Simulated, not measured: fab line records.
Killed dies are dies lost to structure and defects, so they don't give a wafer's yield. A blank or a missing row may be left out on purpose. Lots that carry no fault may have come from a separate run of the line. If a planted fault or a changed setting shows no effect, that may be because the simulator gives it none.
Which tool was responsible? | flow n5Finfet | 33 wafers from 12 lots sampled at 5 of the route's 1938 steps

== WHAT THE GAUGES READ, wafer by wafer ==
N5_BEOL_M15_OVL_MEAS_11. Usual: V14_OVL gives 3 nm (standard deviation 5.6).
lot  | measured     | on         | V14_OVL (nm) | flag
L343 | day 16 01:22 | overlay-02 | 6 2 4        | 
L345 | day 16 09:32 | overlay-02 | 4 -6         | 
L347 | day 17 00:19 | overlay-01 | 1 -2 2       | 
L349 | day 17 00:59 | overlay-02 | 4 10 4       | 
L351 | day 17 03:16 | overlay-01 | 1 -8 -7      | 
L348 | day 17 09:39 | overlay-02 | 9 2          | 
L350 | day 17 09:56 | overlay-01 | 4 6 -5       | 
L354 | day 18 02:13 | overlay-01 | 1 1 7        | 
L359 | day 18 19:40 | overlay-02 | 9 4 4        | 
L358 | day 19 05:05 | overlay-01 | 10 4         | 
L363 | day 20 17:35 | overlay-01 | 7 3 6        | 
L365 | day 21 10:14 | overlay-02 | -4 -4 3      | 

N5_BEOL_M15_INSPECT_12: inspects for defects (macro). Usual: rawDefectCount at 1.9, with a standard deviation of 1.4.
lot  | measured     | on               | rawDefectCount | flag
L343 | day 16 01:23 | defectInspect-02 | 2 1 1          | 
L345 | day 16 09:34 | defectInspect-01 | 0 2            | 
L347 | day 17 00:20 | defectInspect-02 | 2 2 1          | 
L349 | day 17 01:01 | defectInspect-01 | 1 0 0          | 
L351 | day 17 03:17 | defectInspect-01 | 1 3 2          | 
L348 | day 17 09:40 | defectInspect-01 | 0 0            | 
L350 | day 17 09:58 | defectInspect-01 | 2 0 2          | 
L354 | day 18 02:15 | defectInspect-01 | 3 5 12         | OFF
L359 | day 18 19:41 | defectInspect-01 | 5 4 19         | OFF
L358 | day 19 05:07 | defectInspect-02 | 2 1            | 
L363 | day 20 17:36 | defectInspect-01 | 1 0 2          | 
L365 | day 21 10:16 | defectInspect-01 | 2 1 1          | 

== TOOL THAT RAN EACH LOT (tool first, then ch and the chambers of the sampled wafers, then the start) ==
lot  | N5_BEOL_M14_PRE_CLEAN_42    | N5_BEOL_M14_ANNEAL_48           | N5_BEOL_M15_ILD_DEP_00
L343 | pvdSputter-01, day 15 23:26 | rtpAnneal-01 ch 0, day 15 23:58 | pecvd-01 ch 0,1,2, day 16 00:47
L345 | pvdSputter-01, day 16 07:32 | rtpAnneal-01 ch 0, day 16 08:05 | pecvd-03 ch 0,2, day 16 08:49
L347 | pvdSputter-01, day 16 22:11 | rtpAnneal-01 ch 0, day 16 22:59 | pecvd-04 ch 0,2, day 16 23:44
L349 | pvdSputter-03, day 16 22:41 | rtpAnneal-02 ch 0, day 16 23:29 | pecvd-04 ch 1,2, day 17 00:17
L351 | pvdSputter-01, day 17 01:16 | rtpAnneal-02 ch 0, day 17 01:46 | pecvd-04 ch 0,1,2, day 17 02:33
L348 | pvdSputter-03, day 17 07:39 | rtpAnneal-02 ch 0, day 17 08:17 | pecvd-04 ch 0,1, day 17 09:03
L350 | pvdSputter-01, day 17 07:48 | rtpAnneal-02 ch 0, day 17 08:26 | pecvd-01 ch 0,2, day 17 09:14
L354 | pvdSputter-02, day 18 00:11 | rtpAnneal-01 ch 0, day 18 00:47 | pecvd-04 ch 0,1, day 18 01:31
L359 | pvdSputter-01, day 18 17:31 | rtpAnneal-02 ch 0, day 18 18:11 | pecvd-04 ch 0,1,2, day 18 18:54
L358 | pvdSputter-03, day 19 03:04 | rtpAnneal-02 ch 0, day 19 03:37 | pecvd-03 ch 1,2, day 19 04:23
L363 | pvdSputter-03, day 20 15:26 | rtpAnneal-01 ch 0, day 20 16:05 | pecvd-03 ch 0,1,2, day 20 16:52
L365 | pvdSputter-01, day 21 07:25 | rtpAnneal-01 ch 0, day 21 08:46 | pecvd-01 ch 0, day 21 09:32
- N5_BEOL_M14_PRE_CLEAN_42: time 30 s.
- N5_BEOL_M14_ANNEAL_48: time 90 s.
- N5_BEOL_M15_ILD_DEP_00: deposits SiO2 from TEOS/O2, target thk 1629.3 nm, time 346.1 s.

== AS READ BY THE TOOLS THEMSELVES (means over the sampled wafers that have a number; for cases with no such wafer, the mark the record gives instead) ==
N5_BEOL_M14_PRE_CLEAN_42. Usual: heaterPowerW at 462 W, with a standard deviation of 65.
lot  | tool          | heaterPowerW (W) | flag
L343 | pvdSputter-01 | 465              | 
L345 | pvdSputter-01 | 496              | 
L347 | pvdSputter-01 | 461              | 
L349 | pvdSputter-03 | 479              | 
L351 | pvdSputter-01 | 475              | 
L348 | pvdSputter-03 | 483              | 
L350 | pvdSputter-01 | 457              | 
L354 | pvdSputter-02 | 431              | 
L359 | pvdSputter-01 | 504              | 
L358 | pvdSputter-03 | 486              | 
L363 | pvdSputter-03 | 516              | 
L365 | pvdSputter-01 | 461              | 

N5_BEOL_M14_ANNEAL_48. Usual: wafer_temp_C_max at 225.89, with a standard deviation of 0.23.
lot  | tool         | wafer_temp_C_max | flag
L343 | rtpAnneal-01 | 226.03           | 
L345 | rtpAnneal-01 | 225.82           | 
L347 | rtpAnneal-01 | 226.01           | 
L349 | rtpAnneal-02 | 225.82           | 
L351 | rtpAnneal-02 | 225.38           | 
L348 | rtpAnneal-02 | 225.68           | 
L350 | rtpAnneal-02 | 225.61           | 
L354 | rtpAnneal-01 | 226.18           | 
L359 | rtpAnneal-02 | 225.71           | 
L358 | rtpAnneal-02 | 225.65           | 
L363 | rtpAnneal-01 | 225.93           | 
L365 | rtpAnneal-01 | 226.01           | 

N5_BEOL_M15_ILD_DEP_00. Usual: heaterPowerW 559 W, standard deviation 150; showerheadPlenumPTorr 8.34 Torr, standard deviation 0.041; throttleValvePct 18.8 %, standard deviation 0.86.
lot  | tool     | heaterPowerW (W) | showerheadPlenumPTorr (Torr) | throttleValvePct (%) | flag
L343 | pecvd-01 | 541              | 8.37                         | 18.6                 | 
L345 | pecvd-03 | 446              | 8.36                         | 18.6                 | 
L347 | pecvd-04 | 731              | 8.33                         | 18.2                 | 
L349 | pecvd-04 | 669              | 8.32                         | 18.4                 | 
L351 | pecvd-04 | 774              | 8.30                         | 18.9                 | 
L348 | pecvd-04 | 595              | 8.31                         | 19.3                 | 
L350 | pecvd-01 | 456              | 8.36                         | 19.0                 | 
L354 | pecvd-04 | 699              | 8.30                         | 19.5                 | 
L359 | pecvd-04 | 670              | 8.30                         | 19.0                 | 
L358 | pecvd-03 | 492              | 8.37                         | 18.9                 | 
L363 | pecvd-03 | 527              | 8.36                         | 19.0                 | 
L365 | pecvd-01 | 498              | 8.33                         | 19.9                 | 

== THE ANSWER, worked out from the rows above alone ==
Rule: a lot is off if the mean of its wafers that have a number lies more than 3 standard deviations from the usual mean. A lot without any number at a reading at which 4 lots or more have one is off too. All remaining lots with rows at the step are treated as sound. First the gauges in route order, then the tools' own readings, where a lot's mean is used as printed above. At the first step where some lot is off, the reading lying furthest off is the one used; lots without a number count as furthest.
Off at N5_BEOL_M15_INSPECT_12 (rawDefectCount): L354, L359.
If a tool, at a process step before that reading, ran all the lots that are off and no sound lot after the first of them, it fits. The gauges at N5_BEOL_M15_INSPECT_12 are tried like those tools. One fits: N5_BEOL_M15_ILD_DEP_00 on pecvd-04. A fault onset in the window from L348 (day 17 09:03, its last sound lot) to L354 (day 18 01:31, its first lot off) fits.

== WHAT HAD BEEN PUT IN BY THE SIMULATOR ==
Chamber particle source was pecvd-04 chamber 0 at N5_BEOL_M15_ILD_DEP_00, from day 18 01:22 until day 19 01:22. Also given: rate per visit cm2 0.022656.
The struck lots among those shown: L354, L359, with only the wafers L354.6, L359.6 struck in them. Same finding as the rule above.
